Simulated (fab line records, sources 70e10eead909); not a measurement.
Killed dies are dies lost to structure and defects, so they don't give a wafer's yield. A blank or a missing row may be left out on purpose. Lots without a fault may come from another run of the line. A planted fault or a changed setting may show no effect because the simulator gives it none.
Chamber matching | flow nand_harc | NHARC_A_STAIRCASE_DEP_417 on pecvd-04: 3 sister chambers
The step deposits Si3N4, target thk 60 nm. 6 wafers are shown with their chamber, then 10 later ones without.

WAFERS WITH THEIR CHAMBER
wafer  | chamber | showerhead_vpp_V (V) | heater_power_w (W)
L082.5 | 2       | 1317                 | 781
L085.2 | 1       | 1258                 | 650
L085.3 | 0       | 1216                 | 670
L085.6 | 0       | 1225                 | 655
L086.1 | 1       | 1257                 | 664
L086.3 | 2       | 1311                 | 801

WAFERS WITHOUT THEIR CHAMBER
wafer  | showerhead_vpp_V (V) | heater_power_w (W)
L086.5 | 1267                 | 526
L092.1 | 1203                 | 583
L092.2 | 1252                 | 620
L092.4 | 1249                 | 612
L093.2 | 1229                 | 681
L093.4 | 1244                 | 679
L093.6 | 1274                 | 659
L096.2 | 1222                 | 680
L096.3 | 1306                 | 769
L096.5 | 1298                 | 778

WHICH CHAMBER EACH WENT THROUGH
wafer  | from the rows above     | in truth
L086.5 | 1                       | 1
L092.1 | 0                       | 0
L092.2 | 1                       | 1
L092.4 | 1                       | 1
L093.2 | 0                       | 0
L093.4 | can't be placed: 1 or 0 | 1
L093.6 | 1                       | 1
L096.2 | 0                       | 0
L096.3 | 2                       | 2
L096.5 | 2                       | 2
Placed correctly: 9 of 10. Can't be placed from these rows: 1 (the true chamber is among the candidates in 1). Placed wrongly: 0.
How it was worked out, from the rows above alone: a wafer's distance from a chamber is the root of the sum, over the readings, of the square of ((its reading less the chamber's mean) divided by the reading's scatter). The wafer belongs to the nearest chamber; if the next one is less than 2 further off, it can't be placed. A chamber's mean is the mean of its shown wafers. The scatter: the root of (the sum of the squares of (reading less its chamber's mean) over the shown wafers, divided by (wafers less chambers)).
